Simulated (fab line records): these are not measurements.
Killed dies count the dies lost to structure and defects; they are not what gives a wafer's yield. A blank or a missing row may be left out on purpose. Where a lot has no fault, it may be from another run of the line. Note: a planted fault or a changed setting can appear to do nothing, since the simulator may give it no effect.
Struck lot and sound lot, side by side ; flow nandHarc ; 13 steps out of a route of 1159
Sound: the wafers L280.4, L280.5, L280.6. Wafers L283.2, L283.3, L283.6 were the ones struck. The cause is given at the end.
Per side, at each step with rows, come the tool, then ch with its chambers, and then its first start. Under that, the readings that differ: sound wafers ; struck wafers ; difference of the means ; sigmas: that difference in standard deviations of wafers without a fault.
alike: same words and numbers on both sides, and readings whose means sit less than 2 such deviations apart. not compared: any withheld reading, any reading some wafer has no value for, any bound like >300 that may hide the same value, and any number with overlapping values for which the record gives no deviation.
Wherever a step has rows on one side only, a row that says differs or no value, or a row with sigmas, the two part there. Numbers that have no deviation but don't overlap get no sigmas and don't part them. A reading missing from all wafers of one side parts the sides only when that side holds two or more wafers.

first, 2 steps without rows for these wafers: NHARC_P_M0_PRE_CLEAN_29 (time 30 s); NHARC_P_M0_PVD_20 (deposits TaN, target thk 5 nm, time 8.06 s).
NHARC_P_M0_PVD_21: deposits Cu, target thk 30 nm, time 20.49 s.
  sound on pvdSputter-03; struck on pvdSputter-01
  alike: throttleValvePct
then, 1 step without rows for these wafers: NHARC_P_M0_ECD_22 (material Cu, target thk 400 nm).
NHARC_P_M0_ANNEAL_30: time 90 s.
  sound on rtpAnneal-01 ch 0, day 7 06:23; struck on rtpAnneal-01 ch 0, day 7 17:44
  alike: wafer_temp_C_max
NHARC_P_M0_CMP_23: polishes, t overpolish 20 s, target thk 117.53 nm.
  sound on cmp-02 ch 0,3, day 7 06:35; struck on cmp-04 ch 1,2, day 7 18:04
  alike: motorCurrentA, timeToEndpointS
NHARC_P_M0_THK_MEAS_24: measures by xrf.
  struck on filmMetro-02, day 7 18:21; sound on filmMetro-01, day 7 06:54
  alike: thkNm
after that, 1 step had no rows for these wafers: NHARC_P_M0_SRD_25.
NHARC_P_M0_INSPECT_27:
  struck on defectInspect-02, day 7 18:32; sound on defectInspect-01, day 7 07:04
  alike: rawDefectCount
NHARC_P_M0_PRE_CLEAN_31: time 12 s.
  sound on pecvd-04 ch 0,1,2, day 7 07:10; struck on pecvd-03 ch 0,1,2, day 7 18:51
  alike: heaterPowerW
NHARC_P_M0_DEP_32: deposits SiCN, target thk 30 nm.
  sound on pecvd-04 ch 0,1,2, day 7 07:20; struck on pecvd-03 ch 0,1,2, day 7 18:56
  alike: chamberPressureTorr, heaterPowerOuterW, heaterPowerW
NHARC_P_M1_DEP_00: deposits SiOC, target thk 182.5 nm.
  sound on pecvd-04 ch 0,1,2, day 7 07:44; struck on pecvd-03 ch 0,1,2, day 7 19:19
  no value came back on the struck wafers for chamberPressureTorr (Torr), rfFwdPowerW (W); on the sound wafers chamberPressureTorr (Torr) reads 5.001 5.009 4.998
then, 1 step without rows for these wafers: NHARC_P_M1_DEHYDRATE_01 (time 120 s).

WHERE THEY PART
Within this record, at NHARC_P_M1_DEP_00 only.

WHY: what had been put in by the simulator
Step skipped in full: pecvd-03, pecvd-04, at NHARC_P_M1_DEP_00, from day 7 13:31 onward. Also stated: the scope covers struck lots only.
